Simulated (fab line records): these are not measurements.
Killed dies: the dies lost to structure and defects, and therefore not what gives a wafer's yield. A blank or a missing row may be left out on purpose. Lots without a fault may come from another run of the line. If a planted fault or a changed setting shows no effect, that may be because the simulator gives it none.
fab line records	flow n5_finfet
record lots=7	wafers=21
route steps=1938 shown BEOL_M1@789 BEOL_M2@873 BEOL_M3@941 BEOL_M4@1070
start_h: hours from the record's first day to the start of the lot's first wafer shown	wait_h: hours from the lot's prior step to this one	" unchanged from the row above	L1.1+2: a single row standing in for several wafers	- no value present, or no start provided	* or withheld: withheld	< > ~ a bound
route shown NAME@n: a module of which the file shows steps, and the number in the route of the first	usual: mean/standard deviation taken from wafers without a fault	same: alike in all rows	chamber/n: place in a boat	sites: the reading at each site	_std_site: standard deviation across them	_edge_site: outer sites' mean less inner sites'	radius_mm: how far each site lies from the wafer's centre	mask NAME#n: copy n	behind: the most recent tool/chamber to have shaped the wafer	hold: the reason the lot was held/the length of the hold in hours/how it ended	device: whichever transistor did not switch (one of n, p or np)	end of line: tests run on the same wafers once the route is complete	a step given without rows: its recipe and nothing more	killed: at the first sort, the dies lost to defects and structure; wafer yield is something else	map: dies across one wafer; x = killed, . = not, _ = none there
set.NAME: setting as actually run; set.NAME@STEP: the setting as run at that earlier step	model.NAME: the simulator's own value behind a step, which no gauge read
lots whose settings were changed on purpose; a table a step, a row a wafer
## steps
# step N5_BEOL_M1_DESCUM_33
# recipe chemistry=O2	time_s=7	source_power_w=50	bias_power_w=20	pressure_mtorr=20	rf_frequency_hz=2.712e+07	temp_c=40	resist=CAR-EUV	o2_flow_sccm=225
lot.wafer	tool	chamber	start_h	wait_h	set.time_s	model.CAR-EUV_of_BEOL_M1_COAT_22.thk_nm
L075.2	rie_diel-04	2	130.20	0.1	7	26
L075.3+4	"	0,2	"	"	7.587	25.8
L078.1+3+6	rie_diel-03	2,1,2	141.31	0.0	7	26
L077.1+4	rie_diel-03	0,2	141.96	0.0	7	26
L077.3	"	3	"	"	7	26.2
L084.2+4	rie_diel-01	3,1	176.41	0.0	7.884	25.6
L084.6	"	2	"	"	7	26
L087.1+5+6	rie_diel-04	0,0,1	199.98	0.2	7	26.2
L088.2	rie_diel-01	0	215.70	0.0	6.302	26.4
L088.3	"	1	"	"	7	26.2
L088.6	"	1	"	"	6.302	26.6
L091.1+4+6	rie_diel-04	2,1,0	220.67	0.0	7	26.2
# step N5_BEOL_M1_ETCH_77
# recipe chemistry=N2/H2	target=underlayer	target_depth_a=65	mask_material=CAR-EUV	time_s=5.2	ion_energy_ev=200	pressure_mtorr=30	source_w=840	bias_w=150	n2_flow_sccm=200	h2_flow_sccm=200	ends=cleared
lot.wafer	tool	chamber	start_h	wait_h	set.time_s@BEOL_M1_DESCUM_33	model.CAR-EUV_of_BEOL_M1_COAT_22.thk_nm
L075.2	rie_diel-04	2	130.23	0.0	7	20.4
L075.3+4	"	0,2	"	"	7.587	20
L078.1+3+6	rie_diel-03	2,1,2	141.35	0.0	7	20.4
L077.1+4	rie_diel-03	0,2	142.00	0.0	7	20.2
L077.3	"	3	"	"	7	20.4
L084.2	rie_diel-01	3	176.45	0.0	7.884	19.8
L084.4	"	1	"	"	7.884	20
L084.6	"	2	"	"	7	20.4
L087.1+5	rie_diel-04	0	200.01	0.0	7	20.4
L087.6	"	1	"	"	7	20.6
L088.2+6	rie_diel-01	0,1	215.74	0.0	6.302	20.8
L088.3	"	1	"	"	7	20.4
L091.1+4+6	rie_diel-04	2,1,0	220.70	0.0	7	20.4
# step N5_BEOL_M1_ETCH_69
# recipe chemistry=CF4	target=SiARC	target_depth_a=156	mask_material=CAR-EUV	time_s=26	ion_energy_ev=80	pressure_mtorr=40	source_w=545	bias_w=36	Ar_flow_sccm=100	cf4_flow_sccm=100	ends=cleared
# step N5_BEOL_M1_ALD_98
# recipe material=SiO2	target_thk_a=25	temp_c=100	ald_precursor_family=BDEAS	ald_co_reactant=O2-plasma	pulse_time_s=1	co_reactant_pulse_time_s=1	purge_time_s=2	co_reactant_purge_time_s=2	ald_cycles=17	pressure_torr=2
# step N5_BEOL_M1_ETCHBACK_99
# recipe chemistry=CHF3	target=SiO2	target_depth_a=50	time_s=10.4	source_w=215	bias_w=47	Ar_flow_sccm=200	CHF3_flow_sccm=12	ion_energy_ev=100	pressure_mtorr=30
lot.wafer	tool	chamber	start_h	wait_h	set.time_s@BEOL_M1_DESCUM_33	model.CAR-EUV_of_BEOL_M1_COAT_22.thk_nm
L075.2	rie_diel-01	3	133.38	3.0	7	10.4
L075.3+4	"	0,1	"	"	7.587	10
L078.1+6	rie_diel-01	1	142.27	0.6	7	10.4
L078.3	"	3	"	"	7	10.2
L077.1+3	rie_diel-03	1,3	146.05	3.8	7	10.4
L077.4	"	2	"	"	7	10.2
L084.2+4	rie_diel-01	0,1	181.05	4.5	7.884	10
L084.6	"	2	"	"	7	10.4
L087.1+5+6	rie_diel-04	0,2,1	200.24	0.1	7	10.6
L088.2	rie_diel-01	1	217.48	1.6	6.302	10.8
L088.3	"	0	"	"	7	10.4
L088.6	"	1	"	"	6.302	11
L091.1+4+6	rie_diel-01	0,3,0	223.89	3.0	7	10.6
# step N5_BEOL_M1_ETCH_70
# recipe chemistry=N2/H2	target=SOC	target_depth_a=800	overetch_a=160	mask_material=SiARC	temp_c=40	time_s=120	ion_energy_ev=200	pressure_mtorr=30	source_w=840	bias_w=150	n2_flow_sccm=200	h2_flow_sccm=200
# usual rf_vpp_V=525.4/2.8
lot.wafer	tool	chamber	start_h	wait_h	set.bias_w	rf_vpp_V	model.SiARC_of_BEOL_M1_COAT_68.thk_nm
L075.2	rie_diel-01	3	133.41	0.0	150	523.5	6
L075.3	"	0	"	"	150	527.8	6.4
L075.4	"	1	"	"	150	527.9	6.4
L078.1	rie_diel-01	1	142.31	0.0	139.9	505.7	6.8
L078.3	"	3	"	"	139.9	504.1	6.6
L078.6	"	1	"	"	150	529.0	6.4
L077.1	rie_diel-03	1	146.09	0.0	160.6	550.0	6
L077.3	"	3	"	"	150	520.5	6.4
L077.4	"	2	"	"	150	527.4	6.4
L084.2	rie_diel-01	0	181.09	0.0	150	528.5	6.4
L084.4	"	1	"	"	150	527.8	6.4
L084.6	"	2	"	"	150	523.2	6.4
L087.1	rie_diel-04	0	200.28	0.0	150	525.7	6.2
L087.5	"	2	"	"	150	525.9	6.4
L087.6	"	1	"	"	150	522.1	6.2
L088.2	rie_diel-01	1	217.51	0.0	150	528.5	6.2
L088.3	"	0	"	"	150	529.0	6.4
L088.6	"	1	"	"	130.5	483.8	7.4
L091.1	rie_diel-01	0	223.92	0.0	150	528.5	6.4
L091.4	"	3	"	"	164.9	558.0	5.4
L091.6	"	0	"	"	164.9	561.2	5.6
# step N5_BEOL_M1_VIA_ETCH_34
# recipe chemistry=C4F6/O2	target_depth_a=678	mask_material=SOC	pressure_mtorr=15	ion_energy_ev=250	taper_deg=4	time_s=64.4	source_w=350	bias_w=170	Ar_flow_sccm=300	C4F6_flow_sccm=10	O2_flow_sccm=10
# usual rf_vpp_V=669/6.3
lot.wafer	tool	chamber	start_h	wait_h	set.bias_w	set.dose_mj@BEOL_M1_EXPOSE_25	rf_vpp_V	model.etch.depth_nm	model.BEOL_M1.cd_nm
L075.2	rie_diel-01	3	133.51	0.0	178.4	61.82	700	71.09	17.6
L075.3	"	0	"	"	170	63	669	68.89	18
L075.4	"	1	"	"	178.4	61.82	701	69.13	17.6
L078.1	rie_diel-01	1	142.41	0.0	170	63	675	67.84	18
L078.3	"	3	"	"	194.6	66.19	751	73.58	19
L078.6	"	1	"	"	194.6	63	751	71.39	18.2
L077.1	rie_diel-03	1	146.19	0.0	170	66.04	661	68.18	18.8
L077.3	"	3	"	"	162.1	66.04	640	67.11	18.6
L077.4	"	2	"	"	170	66.04	661	68	18.8
L084.2	rie_diel-01	0	181.19	0.0	147.4	63	597	65.04	18.2
L084.4	"	1	"	"	147.4	63	602	64.7	18.4
L084.6	"	2	"	"	170	63	664	66.93	18.2
L087.1	rie_diel-04	0	200.38	0.0	170	63	680	67.39	17.6
L087.5	"	2	"	"	170	63	662	67.33	18
L087.6	"	1	"	"	170	63	671	68.51	17.8
L088.2	rie_diel-01	1	217.61	0.0	170	63	674	68.17	17.8
L088.3	"	0	"	"	170	67.54	668	67.37	19.4
L088.6	"	1	"	"	189.6	63	735	70.33	18
L091.1	rie_diel-01	0	224.02	0.0	170	58.54	667	67.52	16.6
L091.4	"	3	"	"	182.9	63	715	70.81	17.8
L091.6	"	0	"	"	170	58.54	669	67.66	16
# step N5_BEOL_M2_EXPOSE_25
# recipe mask_id=V1	na=0.33	source_shape=quasar	sigma_inner=0.2	sigma_outer=0.8	polarization=unpolarized	defocus_nm=5	dose_mj=63
lot.wafer	tool	chamber	start_h	wait_h	mask	set.dose_mj
L075.2	euv_scanner-02	0	140.78	-	V1#0	64.71
L075.3+4	"	0	"	"	V1#0	63
L078.1	euv_scanner-01	0	148.65	-	V1#0	65.41
L078.3+6	"	0	"	"	V1#0	63
L077.1	euv_scanner-01	0	155.28	-	V1#0	64.94
L077.3+4	"	0	"	"	V1#0	63
L084.2	euv_scanner-02	0	189.90	-	V1#0	63
L084.4+6	"	0	"	"	V1#0	67.55
L087.1+5+6	euv_scanner-02	0	206.52	-	V1#0	63
L088.2	euv_scanner-01	0	225.32	-	V1#0	61.3
L088.3+6	"	0	"	"	V1#0	63
L091.1+4	euv_scanner-01	0	230.86	-	V1#0	63
L091.6	"	0	"	"	V1#0	58.35
# step N5_BEOL_M2_PEB_26
# recipe peb_temp_c=100	peb_time_s=60	resist=CAR-EUV
# step N5_BEOL_M2_DEVELOP_27
# recipe develop_time_s=30	developer=TMAH	resist=CAR-EUV	rinse_liquid=surfactant_rinse	dry=air_spin	dev_temp_c=23
# step N5_BEOL_M2_CD_MEAS_28
# recipe target_cd_nm=26.2	landing_energy_ev=500	detector=se_inlens	target_cd_y_nm=24.1	polarity=opening
# usual cd_nm=26.18/0.23
lot.wafer	tool	chamber	start_h	wait_h	set.dose_mj@BEOL_M2_EXPOSE_25	cd_nm
L075.2	cd_sem-02	0	140.92	-	64.71	26.56
L075.3	"	0	"	"	63	26.11
L075.4	"	0	"	"	63	26.03
L078.1	cd_sem-01	0	148.80	-	65.41	27.28
L078.3	"	0	"	"	63	26.45
L078.6	"	0	"	"	63	26.41
L077.1	cd_sem-01	0	155.43	-	64.94	26.62
L077.3	"	0	"	"	63	26.67
L077.4	"	0	"	"	63	26.62
L084.2	cd_sem-01	0	190.04	-	63	26.32
L084.4	"	0	"	"	67.55	27.35
L084.6	"	0	"	"	67.55	27.49
L087.1	cd_sem-01	0	206.67	-	63	26.35
L087.5	"	0	"	"	63	26.14
L087.6	"	0	"	"	63	26.06
L088.2	cd_sem-03	0	225.46	-	61.3	25.56
L088.3	"	0	"	"	63	25.76
L088.6	"	0	"	"	63	26.55
L091.1	cd_sem-01	0	231.00	-	63	26.04
L091.4	"	0	"	"	63	26.17
L091.6	"	0	"	"	58.35	25.09
# step N5_BEOL_M2_ETCH_70
# recipe chemistry=N2/H2	target=SOC	target_depth_a=800	overetch_a=240	mask_material=SiARC	temp_c=40	time_s=130	ion_energy_ev=200	pressure_mtorr=30	source_w=840	bias_w=150	n2_flow_sccm=200	h2_flow_sccm=200
# usual rf_vpp_V=522.4/2.3
lot.wafer	tool	chamber	start_h	wait_h	set.bias_w	rf_vpp_V	model.SiARC_of_BEOL_M2_COAT_68.thk_nm
L075.2	rie_diel-02	1	145.68	0.0	150	520.7	5.8
L075.3	"	0	"	"	150	521.3	6
L075.4	"	2	"	"	150	526.6	5.8
L078.1	rie_diel-02	2	150.64	0.0	150	526.5	5.8
L078.3	"	0	"	"	129.2	473.6	7.2
L078.6	"	3	"	"	129.2	472.5	6.8
L077.1	rie_diel-06	1	159.08	0.0	175.9	577.5	4.6
L077.3	"	0	"	"	175.9	576.5	4.4
L077.4	"	2	"	"	150	521.8	5.8
L084.2	rie_diel-06	1	194.22	0.0	150	523.8	5.8
L084.4	"	0	"	"	150	521.6	5.6
L084.6	"	3	"	"	131.2	477.0	6.8
L087.1	rie_diel-05	0	207.84	0.0	150	523.1	5.8
L087.5	"	3	"	"	150	521.8	6
L087.6	"	2	"	"	150	525.2	5.8
L088.2	rie_diel-06	3	236.47	0.0	173.3	570.6	4.8
L088.3	"	2	"	"	150	522.5	5.8
L088.6	"	3	"	"	150	521.8	6
L091.1	rie_diel-02	1	247.73	0.0	150	521.1	6
L091.4	"	2	"	"	150	526.5	5.8
L091.6	"	2	"	"	168.6	566.6	4.8
# step N5_BEOL_M3_EXPOSE_08
# recipe mask_id=M3	na=0.33	source_shape=dipole	sigma_inner=0.369	sigma_outer=0.767	polarization=unpolarized	dose_mj=33
lot.wafer	tool	chamber	start_h	wait_h	mask	set.dose_mj
L075.2+3	euv_scanner-02	0	151.50	-	M3#0	33
L075.4	"	0	"	"	M3#0	35.14
L078.1	euv_scanner-02	0	157.86	-	M3#0	33
L078.3+6	"	0	"	"	M3#0	31.22
L077.1+3	euv_scanner-02	0	164.60	-	M3#0	35.18
L077.4	"	0	"	"	M3#0	33
L084.2+4	euv_scanner-01	0	200.19	-	M3#0	33
L084.6	"	0	"	"	M3#0	30.56
L087.1+5+6	euv_scanner-01	0	212.38	-	M3#0	33
L088.2	euv_scanner-01	0	246.51	-	M3#0	31.24
L088.3+6	"	0	"	"	M3#0	33
L091.1	euv_scanner-01	0	252.47	-	M3#0	31
L091.4+6	"	0	"	"	M3#0	33
# step N5_BEOL_M3_PEB_09
# recipe peb_temp_c=100	peb_time_s=60	resist=CAR-EUV
# step N5_BEOL_M3_DEVELOP_10
# recipe develop_time_s=30	developer=TMAH	resist=CAR-EUV	rinse_liquid=surfactant_rinse	dry=air_spin	dev_temp_c=23
# step N5_BEOL_M3_CD_MEAS_11
# recipe target_cd_nm=17.05	landing_energy_ev=500	detector=se_inlens	polarity=opening
# usual cd_nm=17.04/0.22
lot.wafer	tool	chamber	start_h	wait_h	set.dose_mj@BEOL_M3_EXPOSE_08	cd_nm
L075.2	cd_sem-03	0	151.63	-	33	17.08
L075.3	"	0	"	"	33	17.13
L075.4	"	0	"	"	35.14	18.72
L078.1	cd_sem-02	0	157.99	-	33	16.88
L078.3	"	0	"	"	31.22	15.98
L078.6	"	0	"	"	31.22	15.97
L077.1	cd_sem-03	0	164.73	-	35.18	18.53
L077.3	"	0	"	"	35.18	18.38
L077.4	"	0	"	"	33	17.08
L084.2	cd_sem-01	0	200.31	-	33	17.09
L084.4	"	0	"	"	33	17.28
L084.6	"	0	"	"	30.56	15.51
L087.1	cd_sem-01	0	212.51	-	33	17.22
L087.5	"	0	"	"	33	17.02
L087.6	"	0	"	"	33	16.96
L088.2	cd_sem-02	0	246.63	-	31.24	16.17
L088.3	"	0	"	"	33	17.13
L088.6	"	0	"	"	33	17.05
L091.1	cd_sem-02	0	252.60	-	31	15.50
L091.4	"	0	"	"	33	17.02
L091.6	"	0	"	"	33	17.05
# step N5_BEOL_M3_DESCUM_16
# recipe chemistry=O2	time_s=7	source_power_w=50	bias_power_w=20	pressure_mtorr=20	rf_frequency_hz=2.712e+07	temp_c=40	resist=CAR-EUV	o2_flow_sccm=225
# step N5_BEOL_M3_ETCH_74
# recipe chemistry=N2/H2	target=underlayer	target_depth_a=65	mask_material=CAR-EUV	time_s=5.2	ion_energy_ev=200	pressure_mtorr=30	source_w=840	bias_w=150	n2_flow_sccm=200	h2_flow_sccm=200	ends=cleared
lot.wafer	tool	chamber	start_h	wait_h	set.dose_mj@BEOL_M3_EXPOSE_08	model.BEOL_M3.cd_offset_nm
L075.2+3	rie_diel-03	0,3	151.91	0.0	33	0
L075.4	"	3	"	"	35.14	1.4
L078.1	rie_diel-01	2	158.15	0.0	33	0
L078.3	"	0	"	"	31.22	-1.2
L078.6	"	3	"	"	31.22	-1
L077.1	rie_diel-01	0	164.89	0.0	35.18	1
L077.3	"	1	"	"	35.18	1.2
L077.4	"	3	"	"	33	-0.2
L084.2+4	rie_diel-01	3	200.55	0.0	33	0.2
L084.6	"	1	"	"	30.56	-1.8
L087.1+6	rie_diel-01	0	212.74	0.0	33	0
L087.5	"	1	"	"	33	-0.2
L088.2	rie_diel-03	3	246.81	0.0	31.24	-1
L088.3	"	1	"	"	33	-0.2
L088.6	"	0	"	"	33	0.2
L091.1	rie_diel-03	2	253.29	0.0	31	-1.6
L091.4+6	"	0,1	"	"	33	-0.2
# step N5_BEOL_M3_ETCH_63
# recipe chemistry=CF4	target=SiARC	target_depth_a=156	mask_material=CAR-EUV	time_s=26	ion_energy_ev=80	pressure_mtorr=40	source_w=545	bias_w=36	Ar_flow_sccm=100	cf4_flow_sccm=100	ends=cleared
lot.wafer	tool	chamber	start_h	wait_h	set.dose_mj@BEOL_M3_EXPOSE_08	model.BEOL_M3.cd_offset_nm
L075.2	rie_diel-03	0	151.93	0.0	33	0
L075.3	"	3	"	"	33	-0.2
L075.4	"	3	"	"	35.14	1.2
L078.1	rie_diel-01	2	158.16	0.0	33	0
L078.3+6	"	0,3	"	"	31.22	-1
L077.1+3	rie_diel-01	0,1	164.91	0.0	35.18	1
L077.4	"	3	"	"	33	-0.2
L084.2+4	rie_diel-01	3	200.57	0.0	33	0.2
L084.6	"	1	"	"	30.56	-1.8
L087.1+5+6	rie_diel-01	0,1,0	212.75	0.0	33	0
L088.2	rie_diel-03	3	246.83	0.0	31.24	-1
L088.3	"	1	"	"	33	-0.2
L088.6	"	0	"	"	33	0
L091.1	rie_diel-03	2	253.30	0.0	31	-1.6
L091.4+6	"	0,1	"	"	33	-0.2
# step N5_BEOL_M3_ETCH_64
# recipe chemistry=N2/H2	target=SOC	target_depth_a=750	overetch_a=150	mask_material=SiARC	temp_c=40	time_s=112.5	ion_energy_ev=200	pressure_mtorr=30	source_w=840	bias_w=150	n2_flow_sccm=200	h2_flow_sccm=200
lot.wafer	tool	chamber	start_h	wait_h	set.time_s	model.SiARC_of_BEOL_M3_COAT_62.thk_nm
L075.2	rie_diel-03	0	151.95	0.0	112.5	6.8
L075.3+4	"	3	"	"	94.5	7.6
L078.1+3	rie_diel-01	2,0	158.19	0.0	112.5	6.8
L078.6	"	3	"	"	112.5	6.4
L077.1+3	rie_diel-01	0,1	164.94	0.0	112.5	6.8
L077.4	"	3	"	"	112.5	6.6
L084.2	rie_diel-01	3	200.60	0.0	112.5	6.4
L084.4	"	3	"	"	121.4	6
L084.6	"	1	"	"	112.5	6.8
L087.1+5+6	rie_diel-01	0,1,0	212.78	0.0	112.5	6.8
L088.2	rie_diel-03	3	246.86	0.0	112.5	6.8
L088.3	"	1	"	"	128.2	6
L088.6	"	0	"	"	112.5	6.6
L091.1	rie_diel-03	2	253.33	0.0	112.5	7
L091.4	"	0	"	"	102.7	7.2
L091.6	"	1	"	"	102.7	7.4
# step N5_BEOL_M3_STRIP_65
# recipe chemistry=N2/H2	temp_c=40	n2_flow_sccm=200	h2_flow_sccm=200	rf_frequency_hz=6e+07
# step N5_BEOL_M3_STRIP_75
# recipe chemistry=N2/H2	temp_c=40	n2_flow_sccm=200	h2_flow_sccm=200	rf_frequency_hz=6e+07
# step N5_BEOL_M3_STRIP_66
# recipe chemistry=CF4	resist=SiARC	power_w=300	bias_power_w=75	pressure_mtorr=50	cf4_flow_sccm=150	rf_frequency_hz=6e+07
# step N5_BEOL_M3_HM_OPEN_17
# recipe chemistry=Cl2/BCl3	target_depth_a=200	overetch_a=60	target=TiN	mask_material=SOC	ion_energy_ev=150	pressure_mtorr=10	icp_w=1000	bias_w=126	Cl2_flow_sccm=53.25	bcl3_flow_sccm=21.75	Ar_flow_sccm=25
lot.wafer	tool	chamber	start_h	wait_h	set.dose_mj@BEOL_M3_EXPOSE_08	model.BEOL_M3.cd_offset_nm
L075.2	rie_metal-03	1	152.12	0.0	33	0
L075.3	"	1	"	"	33	-0.6
L075.4	"	0	"	"	35.14	0.6
L078.1	rie_metal-03	0	158.36	0.0	33	-0.2
L078.3	"	0	"	"	31.22	-1.2
L078.6	"	1	"	"	31.22	-1
L077.1+3	rie_metal-02	1	165.10	0.0	35.18	1
L077.4	"	0	"	"	33	0
L084.2	rie_metal-03	1	200.76	0.0	33	0
L084.4	"	0	"	"	33	0.2
L084.6	"	0	"	"	30.56	-2
L087.1+5	rie_metal-01	1,0	212.96	0.0	33	0
L087.6	"	1	"	"	33	-0.2
L088.2	rie_metal-03	0	247.02	0.0	31.24	-1
L088.3	"	0	"	"	33	0.2
L088.6	"	1	"	"	33	0.4
L091.1	rie_metal-02	1	253.50	0.0	31	-1.6
L091.4	"	0	"	"	33	-0.2
L091.6	"	0	"	"	33	-0.6
# step N5_BEOL_M4_TRENCH_ETCH_37
# recipe chemistry=C4F6/O2	target_depth_a=555.55	target=SiOC	time_s=29.2	ion_energy_ev=250	pressure_mtorr=30	source_w=355	bias_w=185	Ar_flow_sccm=300	C4F6_flow_sccm=10	O2_flow_sccm=10
# usual rf_vpp_V=665/5.9
lot.wafer	tool	chamber	start_h	wait_h	set.source_w	rf_vpp_V
L075.2	rie_diel-02	1	-	-	391.5	629
L075.3	"	3	"	"	355	660
L075.4	"	0	"	"	391.5	628
L078.1	rie_diel-02	2	-	-	355	676
L078.3	"	3	"	"	388.6	630
L078.6	"	2	"	"	388.6	645
L077.1	rie_diel-05	1	-	-	355	669
L077.3	"	3	"	"	355	655
L077.4	"	0	"	"	355	661
L084.2	rie_diel-02	2	-	-	411	629
L084.4	"	3	"	"	355	660
L084.6	"	0	"	"	411	611
L087.1	rie_diel-06	3	-	-	355	668
L087.5	"	3	"	"	355	667
L087.6	"	2	"	"	355	664
L088.2	rie_diel-02	1	-	-	291.6	730
L088.3	"	0	"	"	355	659
L088.6	"	2	"	"	355	677
L091.1	rie_diel-06	3	-	-	355	666
L091.4	"	1	"	"	355	671
L091.6	"	1	"	"	355	670
## key
split step=N5_BEOL_M1_DESCUM_33	setting=time_s	stated=7	by=wafer
response step=N5_BEOL_M1_DESCUM_33	reading=model.CAR-EUV_of_BEOL_M1_COAT_22.thk_nm	change=-0.0295	per=1%	r=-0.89
response step=N5_BEOL_M1_ETCH_77	reading=model.CAR-EUV_of_BEOL_M1_COAT_22.thk_nm	change=-0.0415	per=1%	r=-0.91
response step=N5_BEOL_M1_ETCHBACK_99	reading=model.CAR-EUV_of_BEOL_M1_COAT_22.thk_nm	change=-0.0407	per=1%	r=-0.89
split step=N5_BEOL_M1_ETCH_70	setting=bias_w	stated=150	by=wafer
response step=N5_BEOL_M1_ETCH_70	reading=rf_vpp_V	change=+3.41	per=1%	r=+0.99
response step=N5_BEOL_M1_ETCH_70	reading=model.SiARC_of_BEOL_M1_COAT_68.thk_nm	change=-0.0774	per=1%	r=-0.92
split step=N5_BEOL_M1_VIA_ETCH_34	setting=bias_w	stated=170	by=wafer
response step=N5_BEOL_M1_VIA_ETCH_34	reading=rf_vpp_V	change=+5.29	per=1%	r=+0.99
response step=N5_BEOL_M1_VIA_ETCH_34	reading=model.etch.depth_nm	change=+0.255	per=1%	r=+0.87
split step=N5_BEOL_M2_EXPOSE_25	setting=dose_mj	stated=63	by=wafer
response step=N5_BEOL_M2_CD_MEAS_28	reading=cd_nm	change=+0.149	per=1%	r=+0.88
split step=N5_BEOL_M2_ETCH_70	setting=bias_w	stated=150	by=wafer
response step=N5_BEOL_M2_ETCH_70	reading=rf_vpp_V	change=+3.4	per=1%	r=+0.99
response step=N5_BEOL_M2_ETCH_70	reading=model.SiARC_of_BEOL_M2_COAT_68.thk_nm	change=-0.0802	per=1%	r=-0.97
split step=N5_BEOL_M3_EXPOSE_08	setting=dose_mj	stated=33	by=wafer
response step=N5_BEOL_M3_CD_MEAS_11	reading=cd_nm	change=+0.218	per=1%	r=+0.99
response step=N5_BEOL_M3_ETCH_74	reading=model.BEOL_M3.cd_offset_nm	change=+0.223	per=1%	r=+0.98
response step=N5_BEOL_M3_ETCH_63	reading=model.BEOL_M3.cd_offset_nm	change=+0.212	per=1%	r=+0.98
response step=N5_BEOL_M3_HM_OPEN_17	reading=model.BEOL_M3.cd_offset_nm	change=+0.2	per=1%	r=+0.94
split step=N5_BEOL_M3_ETCH_64	setting=time_s	stated=112.5	by=wafer
response step=N5_BEOL_M3_ETCH_64	reading=model.SiARC_of_BEOL_M3_COAT_62.thk_nm	change=-0.0508	per=1%	r=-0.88
split step=N5_BEOL_M4_TRENCH_ETCH_37	setting=source_w	stated=355	by=wafer
response step=N5_BEOL_M4_TRENCH_ETCH_37	reading=rf_vpp_V	change=-3.19	per=1%	r=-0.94
split outside_this_file step=N5_BEOL_M1_EXPOSE_25 setting=dose_mj
# split outside_this_file: this setting was split too, and the file shows its column; the key of that split is in another file
